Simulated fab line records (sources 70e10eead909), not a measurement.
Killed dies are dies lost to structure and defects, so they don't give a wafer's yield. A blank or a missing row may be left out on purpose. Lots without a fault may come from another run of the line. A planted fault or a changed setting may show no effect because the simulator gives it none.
Problem report in the 8D (eight disciplines) form, filled by code	flow nand-harc	the parts of the form that need people (team, actions taken, sign-off) are left out

1. WHAT IS WRONG
exposure-dose-mJ-cm2 at NHARC_THIN_TSV_EXPOSE_09 reads a mean of 31.27 on 9 wafers of 3 lots; wafers without a fault read 30.70 with a standard deviation of 0.031. Relative to the usual mean, that is a shift of +18 standard deviations.
The step: exposes mask TSV.
First observed at day 22 04:22: wafer L910.1, on krf-scanner-04. The record holds 33 wafers of 11 lots with a number at this step. Rule for "out" (also "out of limits"): further than 4 standard deviations from the usual mean. Any other wafer with a number is counted as sound.

2. WHAT THIS IS AND IS NOT
question	is	is not
which readings at this step	exposure-dose-mJ-cm2	-
which lots	L910, L911, L917	L897, L900, L901, L904, L905, L906, L907, L908
which wafers of those lots	all that have a number	-
read on which tools	krf-scanner-04	krf-scanner-01, krf-scanner-02
when	from day 22 04:22	up to then (24 sound wafers)

3. THE SUSPECTS, EACH WITH WHAT RULES IT OUT
Counting: a tool at any process step up to the reading remains a suspect when it ran all the lots that are out and ran no sound lot after the first of those.
- krf-scanner-04 at NHARC_THIN_TSV_EXPOSE_09 (exposes mask TSV): kept. It processed each lot that is out, first L910 at day 22 04:22, and no sound lot thereafter; up to then, the last sound lot it processed was L906 at day 22 03:17. Out on those wafers are its own readings of exposure-dose-mJ-cm2.
Remaining after the count: krf-scanner-04 at NHARC_THIN_TSV_EXPOSE_09.

4. THE CAUSE (what the simulator had put in)
Process parameters drifting: krf-scanner-04 at NHARC_THIN_TSV_EXPOSE_09, beginning at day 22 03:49. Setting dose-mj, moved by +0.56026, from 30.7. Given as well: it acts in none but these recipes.
Counting left only this tool.

5. THE EFFECT CHAIN, in route order
Each row: a reading where the mean over the struck wafers with a number is more than 3 standard deviations away from the usual. Readings are gone through only where the record gives a usual standard deviation; hours: the median, over the lots, of the time from a lot's start at the first step in this table giving one to that lot's start at this step; sigmas: the change measured in usual standard deviations.
hours	step	reading	usual	on struck wafers	change	sigmas
0	NHARC_THIN_TSV_EXPOSE_09	exposure-dose-mJ-cm2	30.70	31.27	+0.57	+18
The process steps in it:
- NHARC_THIN_TSV_EXPOSE_09: exposes mask TSV.
Later measuring or inspecting steps at which every struck wafer that the step has a row for has a number for every such reading, and none has moved that far: NHARC_END_SORT_01.

6. WHAT WOULD HAVE CAUGHT IT SOONER
In this record the first reading out of limits was taken at day 22 04:22, 1 hour after the fault began at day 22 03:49.
